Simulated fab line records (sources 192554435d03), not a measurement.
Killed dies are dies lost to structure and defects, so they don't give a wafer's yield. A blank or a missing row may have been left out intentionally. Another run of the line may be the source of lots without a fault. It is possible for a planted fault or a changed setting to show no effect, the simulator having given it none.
Matching of chambers    flow n5_finfet    rie_diel-02 running N5_BEOL_M4_STRIP_66: 4 sister chambers
The step strips in CF4. 8 wafers are shown with their chamber, then 11 later ones without.

## EACH WAFER AND ITS CHAMBER
wafer   chamber  showerhead_plenum_p_Torr (Torr)  throttle_valve_pct (%)
L079.6  0        1.727                            13.53
L081.3  3        1.801                            13.52
L087.2  1        1.791                            13.50
L087.6  3        1.798                            13.56
L088.2  0        1.722                            13.63
L088.4  2        1.786                            14.06
L088.6  2        1.787                            14.05
L090.1  1        1.790                            13.52

## WAFERS WITH NO CHAMBER GIVEN
wafer   showerhead_plenum_p_Torr (Torr)  throttle_valve_pct (%)
L090.2  1.797                            13.55
L090.6  1.789                            13.51
L091.1  1.784                            14.07
L091.4  1.721                            13.61
L091.6  1.721                            13.61
L093.1  1.787                            13.55
L093.3  1.795                            13.59
L093.4  1.784                            14.10
L097.1  1.717                            13.64
L097.2  1.792                            13.59
L097.4  1.780                            14.12

## CHAMBER TAKEN BY EACH
wafer   from the rows above      in truth
L090.2  3                        3
L090.6  1                        1
L091.1  2                        2
L091.4  0                        0
L091.6  0                        0
L093.1  1                        1
L093.3  can't be placed: 3 or 1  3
L093.4  2                        2
L097.1  0                        0
L097.2  can't be placed: 1 or 3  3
L097.4  2                        2
Placed correctly: 9 of 11. Unplaceable from these rows: 2, with the true chamber sitting among the candidates in 2. Wrongly placed: 0.
How it was worked out, from the rows above alone: a wafer's distance from a chamber is the root of the sum, over the readings, of the square of ((its reading less the chamber's mean) divided by the reading's scatter). The wafer belongs to the nearest chamber; if the next one is less than 2 further off, it can't be placed. A chamber's mean is the mean of its shown wafers. The scatter: take each reading less its chamber's mean, square it, sum over the shown wafers, divide by the number of wafers less the number of chambers, and take the root.
